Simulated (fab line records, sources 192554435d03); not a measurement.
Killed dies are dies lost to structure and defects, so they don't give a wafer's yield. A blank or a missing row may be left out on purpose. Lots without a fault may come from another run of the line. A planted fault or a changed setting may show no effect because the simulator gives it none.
Split-lot experiment | flow n5_finfet | 7 lots, 21 wafers read, on a route of 1938 steps

THE SPLIT
At N5_BEOL_M6_COAT_22 (resist thk 30 nm), the setting spin_rpm was moved away from the recipe's 1500 rpm on 4 of the 21 wafers read, by -9.7% to +10.1%. The other wafers ran this setting at the recipe's value.

The reading is taken at the split's own step.

THE READING
CAR-EUV_of_BEOL_M6_COAT_22.thk_nm (the simulator's own value, which no gauge read), in nm, at N5_BEOL_M6_COAT_22 (resist thk 30 nm). The file gives no usual value for it. The 17 wafers here that ran the recipe average 30.1 nm, standard deviation 0.11 nm.

wafer  | tool, chamber at the split | spin_rpm as run, rpm | against the recipe | CAR-EUV_of_BEOL_M6_COAT_22.thk_nm, nm | against lot-mates on the recipe
L074.3 | litho_track-01, 0          | 1354                 | -9.7%              | 31.6                                  | +1.4
L074.6 | litho_track-01, 0          | 1354                 | -9.7%              | 31.6                                  | +1.4
L074.5 | litho_track-01, 0          | 1500                 | recipe             | 30.2                                  | -
L076.1 | litho_track-02, 0          | 1500                 | recipe             | 29.8                                  | -
L076.2 | litho_track-02, 0          | 1500                 | recipe             | 30                                    | -
L076.5 | litho_track-02, 0          | 1500                 | recipe             | 30                                    | -
L081.1 | litho_track-03, 0          | 1651                 | +10.1%             | 28.8                                  | -1.4
L081.2 | litho_track-03, 0          | 1500                 | recipe             | 30.2                                  | -
L081.6 | litho_track-03, 0          | 1500                 | recipe             | 30.2                                  | -
L083.1 | litho_track-01, 0          | 1500                 | recipe             | 30                                    | -
L083.3 | litho_track-01, 0          | 1500                 | recipe             | 30                                    | -
L083.4 | litho_track-01, 0          | 1500                 | recipe             | 30                                    | -
L086.2 | litho_track-02, 0          | 1500                 | recipe             | 30                                    | -
L086.6 | litho_track-02, 0          | 1500                 | recipe             | 30                                    | -
L086.5 | litho_track-02, 0          | 1385                 | -7.7%              | 31.2                                  | +1.2
L087.3 | litho_track-03, 0          | 1500                 | recipe             | 30.2                                  | -
L087.4 | litho_track-03, 0          | 1500                 | recipe             | 30.2                                  | -
L087.5 | litho_track-03, 0          | 1500                 | recipe             | 30.2                                  | -
L092.1 | litho_track-02, 0          | 1500                 | recipe             | 30                                    | -
L092.5 | litho_track-02, 0          | 1500                 | recipe             | 30                                    | -
L092.6 | litho_track-02, 0          | 1500                 | recipe             | 30                                    | -

THE FIT
A straight line over all 21 wafers: CAR-EUV_of_BEOL_M6_COAT_22.thk_nm changes by -0.146 nm for each +1% of spin_rpm; r = -0.98; the points scatter about the line by 0.12 nm.
The same after taking each lot's own level away (the mean of its wafers on the recipe; 21 wafers): -0.144 nm for each +1%; r = -1.00; scatter 0.044 nm.
On that fit, the largest move of spin_rpm shifts the reading by 1.5 nm.
The lots' own levels span 29.93 to 30.20 nm, that is 2.3 times the standard deviation above.
So the lot-to-lot level changes the slope little: the two slopes agree.
Check: with one of the wafers moved furthest among these (+10.1%) left out of the fit, the line predicts -1.48 nm for it against its lot-mates. It came out at -1.4 nm against them.

OTHER SPLITS ON THESE WAFERS
These wafers also went through other splits before the reading. Each is held against what the fit with the lots' levels taken away leaves over:
other split on the same wafers | wafers away from the commonest value | r with CAR-EUV_of_BEOL_M6_COAT_22.thk_nm (lot level and that fit taken away)
N5_BEOL_M3_COAT_22 spin_rpm    | 7                                    | -0.22
N5_BEOL_M4_COAT_22 spin_rpm    | 5                                    | -0.13
N5_BEOL_M4_EXPOSE_25 dose_mj   | 7                                    | +0.01
N5_BEOL_M5_COAT_71 spin_rpm    | 7                                    | -0.18
N5_BEOL_M6_COAT_64 spin_rpm    | 5                                    | +0.07

THE FILE'S OWN FIT
CAR-EUV_of_BEOL_M6_COAT_22.thk_nm changes by -0.145 nm for each +1% of spin_rpm, r = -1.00.
